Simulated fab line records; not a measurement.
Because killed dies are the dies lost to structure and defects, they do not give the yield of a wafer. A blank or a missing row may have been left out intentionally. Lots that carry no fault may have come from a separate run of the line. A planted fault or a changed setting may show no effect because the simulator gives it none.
Lot-split experiment    flow n5_finfet    7 lots, 21 wafers read, on a route of 1938 steps

ON THE SPLIT
At N5_BEOL_M2_TRENCH_ETCH_37 (etches SiOC in C4F6/O2, target depth 55.555 nm, time 29.2 s), the setting bias_w was moved away from the recipe's 185 W on 10 of the 21 wafers read, by -16.4% to +9.6%. All remaining wafers had this setting at the recipe value.

FROM THE SPLIT TO THE READING: what the file shows between them, 2 steps
- N5_BEOL_M2_ETCH_41: etches SiCN in CH3F/O2, target depth 29.9 nm, time 52.5 s
- N5_BEOL_M2_STRIP_97: strips in N2/H2, time 10 s

THE READING
trench_depth_nm, in nm, at N5_BEOL_M2_OCD_MEAS_38. Fault-free wafers of this fab line usually give 55.3 nm, standard deviation 0.88 nm.

wafer   tool, chamber at the split  bias_w as run, W  against the recipe  trench_depth_nm, nm  against lot-mates on the recipe
L076.2  rie_diel-02, 1              185               recipe              55.3                 -
L076.4  rie_diel-02, 0              185               recipe              55.0                 -
L076.5  rie_diel-02, 2              185               recipe              55.2                 -
L079.1  rie_diel-01, 1              185               recipe              56.6                 -
L079.2  rie_diel-01, 3              185               recipe              55.3                 -
L079.4  rie_diel-01, 0              185               recipe              55.4                 -
L083.3  rie_diel-02, 0              174.4             -5.7%               55.6                 no lot-mate on the recipe
L083.4  rie_diel-02, 1              174.4             -5.7%               55.1                 no lot-mate on the recipe
L083.5  rie_diel-02, 0              174.4             -5.7%               55.3                 no lot-mate on the recipe
L088.1  rie_diel-02, 0              158.7             -14.2%              53.6                 -2.3
L088.4  rie_diel-02, 3              158.7             -14.2%              52.7                 -3.2
L088.5  rie_diel-02, 1              185               recipe              55.9                 -
L089.1  rie_diel-05, 0              185               recipe              54.2                 -
L089.2  rie_diel-05, 2              154.7             -16.4%              51.3                 -3.7
L089.4  rie_diel-05, 1              185               recipe              55.8                 -
L090.1  rie_diel-01, 0              185               recipe              54.6                 -
L090.2  rie_diel-01, 3              202.8             +9.6%               55.9                 +1.3
L090.5  rie_diel-01, 1              202.8             +9.6%               56.6                 +2.0
L092.1  rie_diel-01, 3              198.8             +7.5%               56.6                 +1.8
L092.3  rie_diel-01, 0              185               recipe              54.8                 -
L092.4  rie_diel-01, 2              198.8             +7.5%               55.8                 +1.0

THE FIT
A straight line over all 21 wafers: trench_depth_nm changes by +0.147 nm for each +1% of bias_w; r = +0.82; the points scatter about the line by 0.75 nm.
The same after taking each lot's own level away (the mean of its wafers on the recipe; 18 wafers): +0.197 nm for each +1%; r = +0.95; scatter 0.48 nm.
According to that fit, moving bias_w by its largest amount changes the reading by 3.2 nm.
Across the lots, their own levels run from 54.60 to 55.90 nm, a range of 1.5 times the standard deviation given above.
So the lot-to-lot level changes the slope: the two fits differ.
Check: for one of the wafers moved furthest among these (-16.4%), held out of the fit, the line's prediction against its lot-mates is -3.09 nm. Against them it came out at -3.7 nm.
Tool readings at the split's step, against how far the setting was moved: rf_vpp_V r = +0.99.

ADDITIONAL SPLITS CARRIED BY THESE WAFERS
These wafers also went through other splits before the reading. Each is held against what the fit with the lots' levels taken away leaves over:
other split on the same wafers             wafers away from the commonest value  r with trench_depth_nm (lot level and that fit taken away)
N5_GATE_CUT_COAT_07 spin_rpm               4                                     -0.41
N5_MOL_CONTACT_COAG_SPUTTER_130 power_w    10                                    +0.18
N5_MOL_CONTACT_COAG_CMP_23 down_force_psi  5                                     +0.16
N5_MOL_CONTACT_COAG_ALD_131 ald_cycles     6                                     +0.10
N5_BEOL_M0_SAQP_HM_DEP_02 target_thk_a     5                                     +0.24
N5_BEOL_M0_SAQP_COAT_08 spin_rpm           9                                     +0.09
N5_BEOL_M0_ETCH_109 bias_w                 9                                     +0.13
N5_BEOL_M1_ETCH_77 source_w                8                                     -0.09
N5_BEOL_M2_ETCH_69 bias_w                  6                                     +0.04

THE WHOLE CHAIN: every reading that the file lists as answering this split, in the file's order
step                       what it does                                                 reading                                                                    change (the file's fit)                r (the file's)
N5_BEOL_M2_TRENCH_ETCH_37  etches SiOC in C4F6/O2, target depth 55.555 nm, time 29.2 s  rf_vpp_V                                                                   +5.89 V for each +1% of the setting    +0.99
N5_BEOL_M2_TRENCH_ETCH_37  etches SiOC in C4F6/O2, target depth 55.555 nm, time 29.2 s  BEOL_M2.feature_depth_nm (the simulator's own value, which no gauge read)  +0.174 nm for each +1% of the setting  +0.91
N5_BEOL_M2_TRENCH_ETCH_37  etches SiOC in C4F6/O2, target depth 55.555 nm, time 29.2 s  etch.depth_nm (the simulator's own value, which no gauge read)             +0.179 nm for each +1% of the setting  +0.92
N5_BEOL_M2_OCD_MEAS_38                                                                  trench_depth_nm                                                            +0.204 nm for each +1% of the setting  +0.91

FILE'S OWN FIT
trench_depth_nm changes by +0.204 nm for each +1% of bias_w, r = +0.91.
